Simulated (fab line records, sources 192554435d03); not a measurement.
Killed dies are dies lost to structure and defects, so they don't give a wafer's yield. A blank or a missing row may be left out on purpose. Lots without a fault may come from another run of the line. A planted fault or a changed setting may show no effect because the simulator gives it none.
Chamber matching | flow n5_finfet | N5_PASSIVATION_STRIP_14 on rie_diel-03: 4 sister chambers
The step strips in O2. 8 wafers are shown with their chamber, then 8 later ones without.

WAFERS WITH THEIR CHAMBER
wafer  | chamber | drypump_motor_current_A (A) | throttle_valve_pct (%)
L085.2 | 3       | 6.1                         | 16.55
L090.6 | 1       | 5.2                         | 16.20
L088.2 | 2       | 5.9                         | 16.67
L088.6 | 3       | 6.2                         | 16.60
L097.3 | 1       | 5.2                         | 16.20
L097.4 | 2       | 5.8                         | 16.71
L097.5 | 0       | 6.0                         | 16.94
L091.1 | 0       | 6.0                         | 16.97

WAFERS WITHOUT THEIR CHAMBER
wafer  | drypump_motor_current_A (A) | throttle_valve_pct (%)
L091.2 | 5.2                         | 16.23
L091.3 | 6.2                         | 16.61
L094.1 | 5.9                         | 16.74
L094.5 | 6.2                         | 16.62
L094.6 | 5.8                         | 16.72
L096.3 | 6.2                         | 16.62
L096.4 | 5.9                         | 16.74
L096.6 | 6.1                         | 16.63

WHICH CHAMBER EACH WENT THROUGH
wafer  | from the rows above | in truth
L091.2 | 1                   | 1
L091.3 | 3                   | 3
L094.1 | 2                   | 2
L094.5 | 3                   | 3
L094.6 | 2                   | 2
L096.3 | 3                   | 3
L096.4 | 2                   | 2
L096.6 | 3                   | 3
Placed correctly: 8 of 8. Can't be placed from these rows: 0. Placed wrongly: 0.
How it was worked out, from the rows above alone: a wafer's distance from a chamber is the root of the sum, over the readings, of the square of ((its reading less the chamber's mean) divided by the reading's scatter). The wafer belongs to the nearest chamber; if the next one is less than 2 further off, it can't be placed. A chamber's mean is the mean of its shown wafers. The scatter: the root of (the sum of the squares of (reading less its chamber's mean) over the shown wafers, divided by (wafers less chambers)).
